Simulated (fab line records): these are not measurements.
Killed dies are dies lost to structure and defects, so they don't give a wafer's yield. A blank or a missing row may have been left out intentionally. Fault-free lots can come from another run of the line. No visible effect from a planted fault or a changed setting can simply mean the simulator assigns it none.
Which tool was responsible? -- flow n5-finfet -- 11 lots with 31 wafers sampled at 6 steps, on a route of 1938 steps

## WHAT EACH GAUGE READ, for each wafer
N5_BEOL_M4_RC_MEAS_101. Usual: DIBL_N 36.0 mV/V, standard deviation 1.7; DIBL_P 36.2 mV/V, standard deviation 2.3; IOFF_N 0.16 nA/um, standard deviation 0.03; IOFF_P 0.21 nA/um, standard deviation 0.036; ION_N 679 uA/um, standard deviation 11; ION_P 465 uA/um, standard deviation 7.1; SS_N 71.4 mV/dec, standard deviation 0.58; SS_P 73.3 mV/dec, standard deviation 0.75; VT_N 249 mV, standard deviation 3.1; VT_P -251 mV, standard deviation 3.5.
lot,measured,on,DIBL_N (mV/V),DIBL_P (mV/V),IOFF_N (nA/um),IOFF_P (nA/um),ION_N (uA/um),ION_P (uA/um),SS_N (mV/dec),SS_P (mV/dec),VT_N (mV),VT_P (mV),flag
L809,day 8 21:14,prober-01,33.9 32.7 35.4,33.3 31.5 35.5,0.14 0.12 0.15,0.19 0.17 0.21,673 665 683,461 459 467,71.0 70.9 70.4,73.1 72.2 72.8,248 252 249,-250 -253 -249,
L812,day 9 14:35,prober-01,34.5 35.3 32.5,36.6 36.7 32.8,0.17 0.18 0.12,0.26 0.25 0.18,682 685 666,477 473 460,70.6 71.1 70.1,72.9 72.7 71.6,245 245 253,-245 -245 -249,
L814,day 9 15:16,prober-02,36.0 36.5 37.4,36.1 37.2 38.2,0.16 0.17 0.18,0.22 0.23 0.25,680 685 682,466 469 469,71.1 71.6 72.0,73.6 73.7 74.6,250 247 248,-249 -246 -248,
L820,day 11 11:38,prober-01,35.9 36.5 36.0,35.8 36.3 35.3,0.15 0.14 0.14,0.22 0.21 0.21,681 679 677,470 469 469,71.1 71.9 71.3,73.0 73.3 73.0,249 252 253,-252 -250 -247,
L821,day 11 16:52,prober-02,35.0 35.4 37.5,34.6 34.7 37.4,0.13 0.14 0.17,0.23 0.22 0.26,676 680 680,477 474 472,70.9 70.7 71.7,72.0 72.6 73.8,248 250 249,-246 -246 -244,
L823,day 11 19:26,prober-01,33.6 35.7 35.5,34.0 35.9 35.8,0.16 0.18 0.18,0.19 0.20 0.21,687 697 695,461 464 463,71.4 71.6 71.7,73.0 73.0 73.6,249 247 246,-254 -250 -250,
L826,day 12 16:13,prober-02,39.7 36.6 36.5,41.2 37.7 37.4,0.23 0.15 0.15,0.28 0.22 0.20,703 672 681,477 469 469,72.0 71.9 71.9,73.9 73.8 72.5,244 249 249,-247 -250 -250,
L827,day 12 20:01,prober-02,36.7 34.3,39.3 35.5,0.20 0.14,0.22 0.16,691 679,467 456,71.7 71.2,73.9 72.3,244 250,-252 -255,
L828,day 13 18:41,prober-02,36.4 37.2 38.1,37.7 38.2 39.5,0.16 0.18 0.20,0.22 0.23 0.25,681 680 699,469 464 476,71.8 71.8 71.8,73.6 74.4 74.7,249 249 245,-251 -252 -249,
L829,day 14 01:46,prober-01,37.9 38.5 37.8,36.6 37.6 37.1,0.17 0.20 0.19,0.21 0.24 0.22,691 696 703,463 469 470,71.6 71.7 71.1,73.4 74.8 73.7,248 245 245,-250 -247 -249,
L830,day 14 09:19,prober-02,40.8 36.5,43.6 37.9,0.28 0.16,0.32 0.22,701 672,481 462,72.3 72.2,74.5 72.9,241 253,-247 -250,

N5_BEOL_M5_THK_MEAS_01. Usual: for M5_ILD_THK the level is 121.2 nm and the standard deviation is 1.7.
lot,measured,on,M5_ILD_THK (nm),flag
L809,day 8 22:40,film-metro-01,120.7 122.6 123.9,
L812,day 9 15:58,film-metro-01,121.5 122.4 123.7,
L814,day 9 16:39,film-metro-01,118.3 120.0 121.7,
L820,day 11 13:11,film-metro-01,120.4 122.2 172.6,OFF
L821,day 11 18:44,film-metro-02,120.1 120.5 169.9,OFF
L823,day 11 20:30,film-metro-02,123.2 123.1 172.8,OFF
L826,day 12 17:52,film-metro-02,119.2 123.6 121.2,
L827,day 12 21:07,film-metro-02,120.7 120.6,
L828,day 13 20:04,film-metro-02,119.4 119.6 121.9,
L829,day 14 03:10,film-metro-02,121.1 123.2 120.5,
L830,day 14 10:23,film-metro-02,122.8 123.5,

## EACH LOT AND THE TOOL THAT RAN IT (in order: tool; ch and the chambers of the sampled wafers; start)
lot,N5_BEOL_M4_SPUTTER_90,N5_BEOL_M4_ANNEAL_93,N5_BEOL_M4_PRE_CLEAN_60,N5_BEOL_M5_ILD_DEP_00
L809,"pvd-sputter-03, day 8 19:19","pvd-sputter-03, day 8 19:37","cvd-co-01 ch 1,2, day 8 20:49","pecvd-01 ch 1,2, day 8 22:02"
L812,"pvd-sputter-03, day 9 12:32","pvd-sputter-03, day 9 12:50","cvd-co-01 ch 0,1,2, day 9 14:08","pecvd-04 ch 0,1, day 9 15:23"
L814,"pvd-sputter-01, day 9 12:59","pvd-sputter-01, day 9 13:17","cvd-co-01 ch 1,2, day 9 14:29","pecvd-02 ch 0,2, day 9 16:05"
L820,"pvd-sputter-01, day 11 09:20","pvd-sputter-01, day 11 09:38","cvd-co-01 ch 0,2, day 11 11:07","pecvd-04 ch 1,2, day 11 12:37"
L821,"pvd-sputter-02, day 11 15:05","pvd-sputter-02, day 11 15:23","cvd-co-02 ch 0,1,2, day 11 16:34","pecvd-04 ch 0,1,2, day 11 17:50"
L823,"pvd-sputter-03, day 11 17:10","pvd-sputter-03, day 11 17:28","cvd-co-01 ch 0,1,2, day 11 18:43","pecvd-04 ch 0,1,2, day 11 19:57"
L826,"pvd-sputter-01, day 12 14:28","pvd-sputter-01, day 12 14:46","cvd-co-02 ch 0,1,2, day 12 15:57","pecvd-02 ch 1,2, day 12 17:11"
L827,"pvd-sputter-03, day 12 17:48","pvd-sputter-03, day 12 18:06","cvd-co-01 ch 1,2, day 12 19:19","pecvd-01 ch 0,1, day 12 20:33"
L828,"pvd-sputter-01, day 13 16:47","pvd-sputter-01, day 13 17:05","cvd-co-02 ch 0,1, day 13 18:16","pecvd-02 ch 1,2, day 13 19:30"
L829,"pvd-sputter-01, day 13 23:48","pvd-sputter-01, day 14 00:06","cvd-co-02 ch 0,1,2, day 14 01:21","pecvd-04 ch 1,2, day 14 02:35"
L830,"pvd-sputter-03, day 14 06:49","pvd-sputter-03, day 14 07:07","cvd-co-02 ch 1,2, day 14 08:34","pecvd-04 ch 0,1, day 14 09:50"
- N5_BEOL_M4_SPUTTER_90: material Cu, target thk 4.5 nm, time 8.29 s.
- N5_BEOL_M4_ANNEAL_93: time 240 s.
- N5_BEOL_M4_PRE_CLEAN_60: time 15 s.
- N5_BEOL_M5_ILD_DEP_00: deposits SiCOH lowk from DEMS/porogen, target thk 140.64 nm, time 25.9 s.

## WHAT THE TOOLS THEMSELVES READ (means of the sampled wafers that have a number; where no wafer has one, the mark that the record gives instead)
N5_BEOL_M4_SPUTTER_90. Usual: throttle-valve-pct 30.7 %, standard deviation 0.8.
lot,tool,throttle-valve-pct (%),flag
L809,pvd-sputter-03,31.0,
L812,pvd-sputter-03,31.1,
L814,pvd-sputter-01,30.3,
L820,pvd-sputter-01,30.0,
L821,pvd-sputter-02,30.9,
L823,pvd-sputter-03,30.9,
L826,pvd-sputter-01,30.1,
L827,pvd-sputter-03,31.1,
L828,pvd-sputter-01,30.0,
L829,pvd-sputter-01,29.9,
L830,pvd-sputter-03,31.1,

N5_BEOL_M4_ANNEAL_93. Usual: heater-power-w 795 W, standard deviation 54.
lot,tool,heater-power-w (W),flag
L809,pvd-sputter-03,783,
L812,pvd-sputter-03,787,
L814,pvd-sputter-01,783,
L820,pvd-sputter-01,754,
L821,pvd-sputter-02,738,
L823,pvd-sputter-03,751,
L826,pvd-sputter-01,789,
L827,pvd-sputter-03,788,
L828,pvd-sputter-01,817,
L829,pvd-sputter-01,780,
L830,pvd-sputter-03,820,

N5_BEOL_M4_PRE_CLEAN_60. Usual: heater-power-w 82 W, standard deviation 20.
lot,tool,heater-power-w (W),flag
L809,cvd-co-01,90,
L812,cvd-co-01,87,
L814,cvd-co-01,90,
L820,cvd-co-01,90,
L821,cvd-co-02,78,
L823,cvd-co-01,88,
L826,cvd-co-02,77,
L827,cvd-co-01,90,
L828,cvd-co-02,99,
L829,cvd-co-02,78,
L830,cvd-co-02,82,

N5_BEOL_M5_ILD_DEP_00. Usual: heater-power-w 307 W, standard deviation 43; showerhead-plenum-p-Torr 5.737 Torr, standard deviation 0.015; throttle-valve-pct 13.6 %, standard deviation 0.88.
lot,tool,heater-power-w (W),showerhead-plenum-p-Torr (Torr),throttle-valve-pct (%),flag
L809,pecvd-01,334,5.712,14.9,
L812,pecvd-04,348,5.752,13.9,
L814,pecvd-02,289,5.738,12.9,
L820,pecvd-04,314,5.752,12.9,
L821,pecvd-04,329,5.748,13.5,
L823,pecvd-04,304,5.742,13.6,
L826,pecvd-02,295,5.740,13.7,
L827,pecvd-01,290,5.713,14.2,
L828,pecvd-02,266,5.736,13.1,
L829,pecvd-04,309,5.762,13.2,
L830,pecvd-04,372,5.739,14.0,

## THE ANSWER, worked out from the rows above alone
Rule: a lot counts as off when the mean over its wafers that have a number is more than 3 standard deviations away from the usual mean. Also off: a lot with no number at a reading for which 4 or more lots have one. Any other lot the step has rows for is counted as sound. After the gauges, taken in route order, come the tools' own readings; for these a lot's mean is taken, as printed above. At the first step where some lot is off, the reading lying furthest off is the one used; lots without a number count as furthest.
Off: at N5_BEOL_M5_THK_MEAS_01 (M5_ILD_THK), L820, L821, L823.
A tool fits if, at a process step before that reading, it ran every lot that is off, and no sound lot after the first of them. The gauges at N5_BEOL_M5_THK_MEAS_01 are tried like those tools. No candidate that was tried fits.

## WHAT THE SIMULATOR HAD INSERTED
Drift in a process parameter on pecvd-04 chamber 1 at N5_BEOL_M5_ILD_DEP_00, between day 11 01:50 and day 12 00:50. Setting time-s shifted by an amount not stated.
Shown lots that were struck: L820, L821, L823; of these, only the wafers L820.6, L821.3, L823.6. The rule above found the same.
